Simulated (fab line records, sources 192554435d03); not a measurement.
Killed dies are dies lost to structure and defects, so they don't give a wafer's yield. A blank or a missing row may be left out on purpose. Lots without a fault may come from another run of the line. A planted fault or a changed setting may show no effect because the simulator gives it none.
One fault seen from 3 desks | flow n5_finfet | each desk has only its own numbers; what lay behind them comes last

THE METROLOGY DESK
What the gauges read, lot by lot, whatever tool the lot ran on: means of the sampled wafers that have a number. A lot is out of limits, marked OUT, if its mean lies more than 4 standard deviations from the usual mean; the brackets give that distance. Of its 12 readings 7 are shown: the one that was out of limits first, and those that lie furthest out on some lot.
Columns: A = cd_nm at N5_WELL_APT_CD_MEAS_08, usual 200.8 nm; B = NWELL_OVL at N5_WELL_APT_OVL_MEAS_09, usual -4 nm; C = DIBL_N at N5_BEOL_M4_RC_MEAS_101, usual 37.0 mV/V; D = DIBL_P at N5_BEOL_M4_RC_MEAS_101, usual 37.3 mV/V; E = IOFF_N at N5_BEOL_M4_RC_MEAS_101, usual 0.17 nA/um; F = SS_P at N5_BEOL_M4_RC_MEAS_101, usual 73.6 mV/dec; G = VT_N at N5_BEOL_M4_RC_MEAS_101, usual 249 mV
lot  | first seen here | A                | B   | C    | D    | E    | F    | G
L596 | day 1 19:43     | 201.9            | 2   | 37.9 | 38.6 | 0.20 | 74.9 | 248
L597 | day 2 01:50     | 201.0            | -6  | 36.8 | 37.1 | 0.17 | 73.8 | 249
L605 | day 4 01:36     | 192.5 (-4.6) OUT | -6  | 34.5 | 32.9 | 0.12 | 72.6 | 254
L606 | day 4 07:52     | 192.8 (-4.5) OUT | -8  | 38.1 | 37.0 | 0.18 | 73.6 | 248
L607 | day 4 13:49     | 199.9            | -10 | 36.5 | 37.4 | 0.19 | 73.5 | 248
L608 | day 4 19:34     | 201.7            | 0   | 35.7 | 36.9 | 0.19 | 73.9 | 245
L610 | day 5 07:55     | 199.1            | -3  | 37.8 | 38.5 | 0.17 | 73.4 | 248
L615 | day 6 13:51     | 200.3            | 3   | 37.4 | 38.5 | 0.18 | 73.4 | 248
L616 | day 6 19:47     | 201.3            | 0   | 38.9 | 37.3 | 0.18 | 73.1 | 250
This desk's finding: out of limits on L605, L606; first on L605, day 4 01:36 (cd_nm at N5_WELL_APT_CD_MEAS_08). In limits: L596, L597, L607, L608, L610, L615, L616.

THE DEFECT DESK
What the inspections along the route counted, lot by lot: means of the sampled wafers that have a number. A lot is out of limits, marked OUT, if its mean lies more than 4 standard deviations from the usual mean; the brackets give that distance.
Columns: A = raw_defect_count at N5_WELL_APT_INSPECT_27, usual 2.2
lot  | first seen here | A
L596 | day 1 20:53     | 1.0
L597 | day 2 03:08     | 3.0
L605 | day 4 02:47     | 1.7
L606 | day 4 09:11     | 1.3
L607 | day 4 14:59     | 2.7
L608 | day 4 20:52     | 1.3
L610 | day 5 09:15     | 2.3
L615 | day 6 15:10     | 2.0
L616 | day 6 21:05     | 4.3
This desk's finding: nothing out of limits on any of the 9 lots.

THE TOOL OWNER'S DESK: krf_scanner-02
The tool's own readings at N5_WELL_APT_EXPOSE_05 (exposes mask NWELL, defocus 0 nm, target cd 200 nm): means of the sampled wafers that have a number, for each lot that ran on this tool. A lot is out of limits, marked OUT, if its mean lies more than 4 standard deviations from the usual mean; the brackets give that distance.
Columns: A = exposure_dose_mJ_cm2 at N5_WELL_APT_EXPOSE_05, usual 20.278
lot  | first seen here | A
L596 | day 1 19:33     | 20.257
L605 | day 4 01:26     | 19.018 (-66) OUT
L606 | day 4 07:41     | 19.249 (-54) OUT
This desk's finding: out of limits on L605, L606; first on L605, day 4 01:26 (exposure_dose_mJ_cm2 at N5_WELL_APT_EXPOSE_05). In limits: L596.

PUT TOGETHER
The tool owner's desk could have raised an alarm at day 4 01:26, on L605, L606.
The metrology desk could have raised an alarm at day 4 01:36, on L605, L606.
The defect desk saw nothing out of limits.
The defect desk has L605, L606 on record, within its limits.
Of the lots named, all ran N5_WELL_APT_EXPOSE_05 on krf_scanner-02.

WHAT THE SIMULATOR HAD PUT IN
Process parameter drift: krf_scanner-02, from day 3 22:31 on, at N5_WELL_APT_EXPOSE_05. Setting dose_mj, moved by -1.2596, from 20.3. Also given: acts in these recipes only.
Lots struck among those shown: L605, L606.
Hours from the fault's start to each desk's first reading out of limits: the tool owner's desk, 3; the metrology desk, 3.
